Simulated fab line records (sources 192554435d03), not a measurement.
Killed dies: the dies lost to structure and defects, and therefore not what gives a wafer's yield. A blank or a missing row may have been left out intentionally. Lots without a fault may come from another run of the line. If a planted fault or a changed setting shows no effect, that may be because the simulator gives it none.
Chamber matching	flow n5Finfet	N5_MOL_CONTACT_COAG_CMP_23 on cmp-02 has 4 sister chambers
The step polishes, stops on SiO2, t overpolish 1.5 s, target thk 0 nm. 14 wafers are shown with their chamber, then 7 later ones without.

WAFERS WITH THEIR CHAMBER
wafer	chamber	motorCurrentA (A)	overpolishRunS (s)	timeToEndpointS (s)
L755.2	3	9.2	1.477	11.4
L755.3	2	6.0	1.490	9.4
L755.5	1	6.8	1.514	11.3
L759.4	2	6.0	1.503	8.8
L759.5	3	9.4	1.495	8.0
L759.6	0	7.7	1.499	8.4
L766.1	1	7.2	1.507	8.9
L766.3	0	7.6	1.495	12.7
L766.5	0	7.6	1.503	12.0
L767.2	1	7.1	1.493	3.2
L767.4	0	7.3	1.493	8.0
L767.5	3	9.0	1.495	4.4
L770.1	0	8.3	1.484	10.3
L770.2	1	7.0	1.496	6.6

SIGNATURES, as means of the wafers listed above
reading	chamber 0	chamber 1	chamber 2	chamber 3	scatter within a chamber
motorCurrentA	7.700	7.025	6.000	9.200	0.266
overpolishRunS	1.49480	1.50250	1.49650	1.48900	0.00889
timeToEndpointS	10.280	7.500	9.100	7.933	2.79
Rule: distance of a wafer from a chamber = root of the sum over the readings of ((wafer's reading minus chamber's mean) / reading's scatter) squared. If the next closest chamber is less than 2 further off than the closest, the wafer can't be placed; otherwise it belongs to the closest. The scatter is the square root of a quotient: the sum, over the shown wafers, of each reading's squared deviation from its chamber's mean, divided by wafers minus chambers.

WAFERS WITH NO CHAMBER GIVEN
wafer	motorCurrentA (A)	overpolishRunS (s)	timeToEndpointS (s)
L770.3	8.5	1.500	10.0
L774.2	6.2	1.486	11.5
L774.3	9.1	1.501	11.4
L774.5	7.6	1.492	10.3
L775.2	7.2	1.499	5.1
L775.4	8.8	1.502	8.0
L775.6	7.5	1.503	9.5

CHAMBER TAKEN BY EACH
wafer	from the rows above	in truth
L770.3	can't be placed: 3 or 0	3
L774.2	2	2
L774.3	3	3
L774.5	0	0
L775.2	can't be placed: 1 or 0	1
L775.4	3	3
L775.6	can't be placed: 0 or 1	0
Correctly placed: 4 of 7. Can't be placed from these rows: 3 (the true chamber is among the candidates in 3). 0 placed wrongly.
